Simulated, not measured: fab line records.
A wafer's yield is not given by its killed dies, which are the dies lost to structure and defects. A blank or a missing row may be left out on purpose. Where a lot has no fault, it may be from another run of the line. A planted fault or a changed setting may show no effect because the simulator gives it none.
Split-lot trial -- flow n5 finfet -- on a route of 1938 steps: 7 lots, 21 wafers read

## ON THE SPLIT
At N5_BEOL_M9_ETCH_66 (etches SOC in N2/H2, target depth 80 nm, overetch 16 nm, time 120 s), the setting bias w was moved away from the recipe's 150 W on 9 of the 21 wafers read, by -13.5% to +17.9%. For the rest of the wafers, this setting stayed at what the recipe calls for.

The split's own step is where the reading is taken.

## THE READING
rf vpp V, in V, at N5_BEOL_M9_ETCH_66 (etches SOC in N2/H2, target depth 80 nm, overetch 16 nm, time 120 s). A value of 524.8 V with a standard deviation of 2.9 V is what fault-free wafers of this fab line usually give.

wafer,"tool, chamber at the split","bias w as run, W",against the recipe,"rf vpp V, V",against lot-mates on the recipe
L075.1,"rie diel-02, 3",129.7,-13.5%,481.6,-44.4
L075.4,"rie diel-02, 1",150,recipe,525.5,-
L075.5,"rie diel-02, 1",150,recipe,526.5,-
L079.4,"rie diel-02, 2",160,+6.7%,540.9,+13.7
L079.5,"rie diel-02, 3",150,recipe,527.2,-
L079.6,"rie diel-02, 0",160,+6.7%,551.3,+24.1
L085.2,"rie diel-06, 1",166.1,+10.7%,560.7,+34.0
L085.3,"rie diel-06, 2",150,recipe,525.7,-
L085.6,"rie diel-06, 3",150,recipe,527.8,-
L092.2,"rie diel-03, 0",159.2,+6.1%,542.2,+21.2
L092.3,"rie diel-03, 2",150,recipe,521.0,-
L092.4,"rie diel-03, 1",159.2,+6.1%,545.7,+24.7
L093.4,"rie diel-03, 2",176.9,+17.9%,577.7,+56.9
L093.5,"rie diel-03, 3",176.9,+17.9%,579.6,+58.8
L093.6,"rie diel-03, 2",150,recipe,520.8,-
L095.1,"rie diel-02, 1",150,recipe,524.0,-
L095.4,"rie diel-02, 3",150,recipe,528.5,-
L095.5,"rie diel-02, 0",150,recipe,527.3,-
L097.2,"rie diel-03, 0",150,recipe,521.4,-
L097.3,"rie diel-03, 3",133.4,-11.1%,486.2,-36.3
L097.5,"rie diel-03, 0",150,recipe,523.5,-

FIT RESULTS
A straight line over all 21 wafers: rf vpp V changes by +3.14 V for each +1% of bias w; r = +0.99; the points scatter about the line by 3 V.
The same after taking each lot's own level away (the mean of its wafers on the recipe; 21 wafers): +3.24 V for each +1%; r = +1.00; scatter 2.4 V.
The reading moves by 58 V for the largest change in bias w, on that fit.
From 520.80 to 527.20 V: that is the span of the lots' own levels, equal to 2.2 times the standard deviation above.
Hence the lot-to-lot level has little effect on the slope; both slopes agree.
Check: for one of the wafers moved furthest among these (+17.9%), held out of the fit, the line's prediction against its lot-mates is +58.4 V. It came out at +56.9 V against them.
Tool readings at the split's step, against how far the setting was moved: rf vpp V r = +0.99.

## ADDITIONAL SPLITS CARRIED BY THESE WAFERS
Before the reading, these wafers also passed through other splits. Each is held against what the fit with the lots' levels taken away leaves over:
other split on the same wafers,wafers away from the commonest value,r with rf vpp V (lot level and that fit taken away)
N5_BEOL_M7_COAT_05 spin rpm,6,+0.54
N5_BEOL_M7_ETCH_66 time s,6,-0.21
N5_BEOL_M7_VIA_ETCH_34 source w,7,-0.15

## THE WHOLE CHAIN: every reading that the file lists as answering this split, in the file's order
step,what it does,reading,change (the file's fit),r (the file's)
N5_BEOL_M9_ETCH_66,"etches SOC in N2/H2, target depth 80 nm, overetch 16 nm, time 120 s",rf vpp V,+3.24 V for each +1% of the setting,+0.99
N5_BEOL_M9_ETCH_66,"etches SOC in N2/H2, target depth 80 nm, overetch 16 nm, time 120 s","SiARC_of_BEOL_M9_COAT_64.thk nm (the simulator's own value, which no gauge read)",-0.0704 nm for each +1% of the setting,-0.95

## FILE'S OWN FIT
rf vpp V changes by +3.24 V for each +1% of bias w, r = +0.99.
